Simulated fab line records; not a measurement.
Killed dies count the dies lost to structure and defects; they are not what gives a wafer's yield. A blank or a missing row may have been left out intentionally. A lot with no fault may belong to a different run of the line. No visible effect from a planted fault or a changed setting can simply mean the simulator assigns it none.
Which tool is to blame? ; flow nandHarc ; 24 lots with 72 wafers sampled at 4 steps, on a route of 1302 steps

== WHAT EACH GAUGE READ, for each wafer ==
NHARC_A_CONTACT_OVL_MEAS_70. Usual: overlayXNm 0.1 nm, standard deviation 0.79; overlayYNm 0.1 nm, standard deviation 1.
lot;measured;on;overlayXNm (nm);overlayYNm (nm);flag
L074;day 21 19:17;overlay-01;-0.7 -0.2 -0.4;0.8 0.7 0.6;
L076;day 22 10:14;overlay-02;-0.6 -1.7 -1.3;-0.7 -0.8 0.0;
L075;day 22 11:34;overlay-01;-0.4 -0.4 -0.4;-1.4 -0.5 -0.7;
L077;day 23 03:43;overlay-02;1.5 1.3 1.0;1.1 1.1 1.3;
L079;day 23 17:17;overlay-01;-0.6 -0.7 -0.4;-0.7 -0.7 -0.8;
L080;day 23 18:13;overlay-02;-0.8 -0.3 -0.7;-0.8 -1.2 -0.9;
L078;day 23 21:27;overlay-02;-0.7 -0.7 -0.3;0.6 0.2 0.4;
L081;day 25 05:11;overlay-01;0.6 0.2 0.4;-0.4 -0.8 -1.3;
L082;day 25 07:19;overlay-02;0.4 0.4 0.6;0.8 0.2 0.2;
L083;day 26 02:47;overlay-01;1.3 1.4 1.2;1.3 1.1 0.9;
L084;day 26 09:23;overlay-02;-0.1 -1.1 -0.6;-0.5 -0.6 -0.2;
L085;day 26 20:08;overlay-01;0.4 -0.4 -0.3;0.3 0.1 0.3;
L087;day 26 20:48;overlay-01;-0.1 -0.3 -0.4;0.0 0.0 -0.7;
L086;day 27 08:39;overlay-01;0.1 0.0 0.0;0.4 0.3 0.4;
L089;day 27 19:41;overlay-01;-1.6 -1.0 -1.0;1.1 1.1 1.1;
L088;day 27 20:12;overlay-01;0.4 1.0 0.9;0.0 -0.8 -0.1;
L090;day 28 13:49;overlay-01;1.2 1.2 1.4;-1.6 -0.9 -1.3;
L091;day 29 07:11;overlay-01;0.6 0.9 0.9;1.9 1.3 1.5;
L092;day 29 07:20;overlay-02;-0.1 0.6 0.5;-1.3 -1.4 -0.8;
L093;day 29 22:52;overlay-01;-0.4 0.0 -0.6;2.4 2.6 2.9;
L094;day 30 01:42;overlay-02;-0.4 0.4 0.0;1.6 1.6 1.7;
L095;day 30 15:17;overlay-01;1.1 1.2 0.6;0.0 0.1 -0.3;
L096;day 30 15:26;overlay-02;0.4 0.7 0.7;-1.3 -0.9 -1.6;
L097;day 32 13:08;overlay-02;0.9 1.2 0.8;-0.6 -0.8 -0.4;

NHARC_A_CONTACT_INSPECT_71. Usual: rawDefectCount 79, standard deviation 31.
lot;measured;on;rawDefectCount;flag
L074;day 21 19:19;defectInspect-02;50 41 50;
L076;day 22 10:17;defectInspect-02;113 98 105;
L075;day 22 11:36;defectInspect-02;57 53 61;
L077;day 23 03:45;defectInspect-01;70 65 64;
L079;day 23 17:19;defectInspect-02;26 21 18;
L080;day 23 18:15;defectInspect-02;103 114 91;
L078;day 23 21:29;defectInspect-01;95 97 94;
L081;day 25 05:13;defectInspect-01;61 68 70;
L082;day 25 07:22;defectInspect-01;111 115 115;
L083;day 26 02:50;defectInspect-01;34 43 42;
L084;day 26 09:25;defectInspect-01;69 73 57;
L085;day 26 20:10;defectInspect-01;146 121 129;
L087;day 26 20:50;defectInspect-01;44 52 48;
L086;day 27 08:41;defectInspect-01;75 74 81;
L089;day 27 19:43;defectInspect-01;79 77 65;
L088;day 27 20:14;defectInspect-01;93 104 92;
L090;day 28 13:52;defectInspect-01;109 109 104;
L091;day 29 07:13;defectInspect-01;60 60 68;
L092;day 29 07:23;defectInspect-01;120 134 104;
L093;day 29 22:54;defectInspect-02;45 27 25;
L094;day 30 01:44;defectInspect-02;132 124 141;
L095;day 30 15:19;defectInspect-01;74 64 62;
L096;day 30 15:29;defectInspect-02;87 86 85;
L097;day 32 13:11;defectInspect-01;79 58 69;

NHARC_A_CONTACT_INSPECT_10. Usual: rawDefectCount 80, standard deviation 32.
lot;measured;on;rawDefectCount;flag
L074;day 22 03:38;defectInspect-01;52 44 53;
L076;day 22 18:02;defectInspect-02;117 102 108;
L075;day 22 19:23;defectInspect-02;60 52 63;
L077;day 23 13:34;defectInspect-02;69 61 66;
L079;day 24 05:17;defectInspect-02;29 22 20;
L080;day 24 02:42;defectInspect-01;107 112 90;
L078;day 24 05:59;defectInspect-01;95 106 103;
L081;day 25 13:34;defectInspect-02;61 67 64;
L082;day 25 15:07;defectInspect-01;111 123 121;
L083;day 26 10:28;defectInspect-01;33 42 42;
L084;day 26 21:55;defectInspect-01;72 66 62;
L085;day 27 10:28;defectInspect-01;145 116 138;
L087;day 27 11:19;defectInspect-01;49 58 51;
L086;day 27 21:37;defectInspect-01;77 72 82;
L089;day 28 06:05;defectInspect-01;80 80 70;
L088;day 28 06:23;defectInspect-01;100 103 99;
L090;day 28 23:39;defectInspect-01;112 109 113;
L091;day 29 17:01;defectInspect-02;66 57 70;
L092;day 29 15:31;defectInspect-01;127 135 103;
L093;day 30 11:06;defectInspect-01;50 31 29;
L094;day 30 12:03;defectInspect-01;139 129 145;
L095;day 31 00:09;defectInspect-02;76 62 62;
L096;day 30 23:35;defectInspect-02;84 85 87;
L097;day 33 01:49;defectInspect-02;73 58 67;

== TOOL THAT RAN EACH LOT (tool first, then ch and the chambers of the sampled wafers, then the start) ==
lot;NHARC_A_CONTACT_ETCH_133
L074;harCapEtch-02 ch 0,1, day 21 23:06
L076;harCapEtch-01 ch 0,1, day 22 13:30
L075;harCapEtch-02 ch 0,1, day 22 14:49
L077;harCapEtch-01 ch 0,1, day 23 07:02
L079;harCapEtch-01 ch 0,1, day 24 00:35
L080;harCapEtch-02 ch 0,1, day 23 21:28
L078;harCapEtch-03 ch 0,1, day 24 00:46
L081;harCapEtch-03 ch 0,1, day 25 08:39
L082;harCapEtch-02 ch 0,1, day 25 10:38
L083;harCapEtch-03 ch 0,1, day 26 06:11
L084;harCapEtch-03 ch 0,1, day 26 12:52
L085;harCapEtch-03 ch 1, day 26 23:30
L087;harCapEtch-02 ch 0,1, day 27 00:06
L086;harCapEtch-01 ch 0,1, day 27 12:01
L089;harCapEtch-01 ch 0, day 27 23:32
L088;harCapEtch-03 ch 0,1, day 28 00:24
L090;harCapEtch-01 ch 0,1, day 28 17:21
L091;harCapEtch-02 ch 0,1, day 29 10:48
L092;harCapEtch-03 ch 0,1, day 29 10:44
L093;harCapEtch-03 ch 0,1, day 30 02:30
L094;harCapEtch-01 ch 0,1, day 30 04:58
L095;harCapEtch-03 ch 0,1, day 30 19:30
L096;harCapEtch-01 ch 0,1, day 30 19:04
L097;harCapEtch-01 ch 0,1, day 32 17:11
- NHARC_A_CONTACT_ETCH_133: etches the open film in C4F8/O2/Ar, time 374 s, target depth 1610 nm.

== WHAT THE TOOLS THEMSELVES READ (means of the sampled wafers that have a number; where no wafer has one, the mark that the record gives instead) ==
NHARC_A_CONTACT_ETCH_133. Usual: chamberPressureMTorr 20.000 mTorr, standard deviation 0.02.
lot;tool;chamberPressureMTorr (mTorr);flag
L074;harCapEtch-02;20.007;
L076;harCapEtch-01;20.011;
L075;harCapEtch-02;20.009;
L077;harCapEtch-01;20.002;
L079;harCapEtch-01;20.006;
L080;harCapEtch-02;19.991;
L078;harCapEtch-03;19.988;
L081;harCapEtch-03;19.981;
L082;harCapEtch-02;20.000;
L083;harCapEtch-03;19.981;
L084;harCapEtch-03;20.001;
L085;harCapEtch-03;20.012;
L087;harCapEtch-02;20.005;
L086;harCapEtch-01;20.012;
L089;harCapEtch-01;20.007;
L088;harCapEtch-03;20.014;
L090;harCapEtch-01;20.004;
L091;harCapEtch-02;20.004;
L092;harCapEtch-03;20.019;
L093;harCapEtch-03;20.007;
L094;harCapEtch-01;19.976;
L095;harCapEtch-03;19.978;
L096;harCapEtch-01;19.996;
L097;harCapEtch-01;20.002;

== THE ANSWER, worked out from the rows above alone ==
Rule: a lot is off if the mean of its wafers that have a number lies more than 3 standard deviations from the usual mean. Also off: a lot with no number at a reading for which 4 or more lots have one. All remaining lots with rows at the step are treated as sound. Order of review: gauges by route order, followed by the tools' own readings, for which a lot's mean as printed above is used. At the first step where some lot is off, the reading lying furthest off is the one used; lots without a number count as furthest.
None of the lots is off at any reading shown; this tells nothing.

== WHAT THE SIMULATOR HAD INSERTED ==
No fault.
